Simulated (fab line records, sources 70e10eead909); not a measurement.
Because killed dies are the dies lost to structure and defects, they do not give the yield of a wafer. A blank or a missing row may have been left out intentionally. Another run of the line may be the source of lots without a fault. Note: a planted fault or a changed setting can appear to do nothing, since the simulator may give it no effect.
8D (eight disciplines) problem report, filled in by code / flow nandHarc / the parts of the form that need people (team, actions taken, sign-off) are left out

1. THE ISSUE
Wafers with no fault read 30 with a standard deviation of 11, whereas killedDies at NHARC_END_SORT_01 reads a mean of 96 on 1 wafer of 1 lot. That puts it +6.0 standard deviations away from the usual mean.
First seen on wafer L887.1, day 23 06:26, on prober-01. The record holds 3 wafers of 1 lot with a number at this step. The rule behind "out" and "out of limits": a value lying over 4 standard deviations away from the usual mean. All remaining wafers that have a number are taken as sound.

2. WHAT IT IS, AND WHAT IT ISN'T
question=which readings at this step | is=killedDies, killedAtArray | is not=killedAtOther, killedAtPeriphery, killedOpen, killedShort
question=which lots | is=L887 | is not=-
question=which wafers of those lots | is=L887.1 | is not=L887.2, L887.6
question=read on which gauges | is=prober-01 | is not=-
question=when | is=from day 23 06:26 | is not=up to then (0 sound wafers); but 2 sound wafers of L887 came after

3. WHAT RULES OUT EACH SUSPECT
Counting: a tool at a process step up to the reading stays a suspect if it ran every lot that is out. Sound lots after the first of them don't rule it out here, since some wafers of a struck lot are sound.
- the gauge at NHARC_END_SORT_01: kept. All the wafers that are out were read on prober-01, and no step on other tools shows them out.
- rieDiel-08 at NHARC_A_STAIRCASE_DESCUM_443 (chemistry O2, time 3 s): kept. It ran the lot that is out, L887 (day 17 03:20).
- wetBench-09 at NHARC_A_STAIRCASE_STRIP_447 (strips in SPM, time 900 s): kept. It ran the lot that is out, L887 (day 17 06:08).
- cmp-03 at NHARC_A_STAIRCASE_CMP_450 (polishes SiO2, target thk 200 nm): kept. It ran the lot that is out, L887 (day 17 06:35).
- rieDiel-08 at NHARC_A_STAIRCASE_ETCHBACK_422 (etches the open film in CH3F/O2, target depth 40 nm, time 74.286 s): kept. It ran the lot that is out, L887 (day 17 07:10).
- rieDiel-08 at NHARC_A_STAIRCASE_ETCHBACK_157 (etches the open film in CH3F/O2, target depth 90 nm, time 167.14 s): kept. It ran the lot that is out, L887 (day 17 07:31).
- rieDiel-08 at NHARC_A_STAIRCASE_STRIP_475 (strips in O2, time 20 s): kept. It ran the lot that is out, L887 (day 17 09:05). NHARC_A_STAIRCASE_STRIP_475 gives no start for some lots, so the hours and the order of its lots are those of NHARC_A_SGD_CUT_CD_MEAS_09.
- The sound lot-mates ran in chamber 2 of rieDiel-08 at NHARC_A_STAIRCASE_DESCUM_443, but the wafers that are out ran in chamber 0.
- The sound lot-mates ran in chamber 1 of cmp-03 at NHARC_A_STAIRCASE_CMP_450, but the wafers that are out ran in chamber 3.
- The sound lot-mates ran in chamber 1 of rieDiel-08 at NHARC_A_STAIRCASE_ETCHBACK_422, but the wafers that are out ran in chamber 0.
- Within rieDiel-08 at NHARC_A_STAIRCASE_STRIP_475: the wafers that are out ran in chamber 3; their sound lot-mates ran in chambers 0, 2.
Left after counting: rieDiel-08 at NHARC_A_STAIRCASE_DESCUM_443, wetBench-09 at NHARC_A_STAIRCASE_STRIP_447, cmp-03 at NHARC_A_STAIRCASE_CMP_450, rieDiel-08 at NHARC_A_STAIRCASE_ETCHBACK_422, rieDiel-08 at NHARC_A_STAIRCASE_ETCHBACK_157, rieDiel-08 at NHARC_A_STAIRCASE_STRIP_475, prober-01 at NHARC_END_SORT_01.

4. THE CAUSE (what the simulator had put in)
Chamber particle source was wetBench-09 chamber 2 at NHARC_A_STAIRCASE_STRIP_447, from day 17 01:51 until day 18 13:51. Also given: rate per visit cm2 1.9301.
Counting leaves 7 suspects; this tool is one of them.

5. THE EFFECT CHAIN, in route order
Rows list readings where the struck wafers' mean (over those with a number) sits beyond 3 standard deviations from the usual. Readings are gone through only where the record gives a usual standard deviation; hours: the median, over the lots, of the time from a lot's start at the first step in this table giving one to that lot's start at this step; sigmas: the change measured in usual standard deviations.
hours=0; step=NHARC_END_SORT_01; reading=killedAtArray; usual=27; on struck wafers=91; change=+64; sigmas=+5.8
hours=0; step=NHARC_END_SORT_01; reading=killedDies; usual=30; on struck wafers=96; change=+66; sigmas=+6.0

6. WHAT WOULD HAVE CAUGHT IT SOONER
In this record the first reading out of limits at a measuring or inspecting step was taken at day 23 06:26, 149 hours after the fault began at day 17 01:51.
All the lots that are out (1) had begun NHARC_A_STAIRCASE_STRIP_447 on wetBench-09 by day 23 06:26. A hold on the tool at that time would have spared none of them.
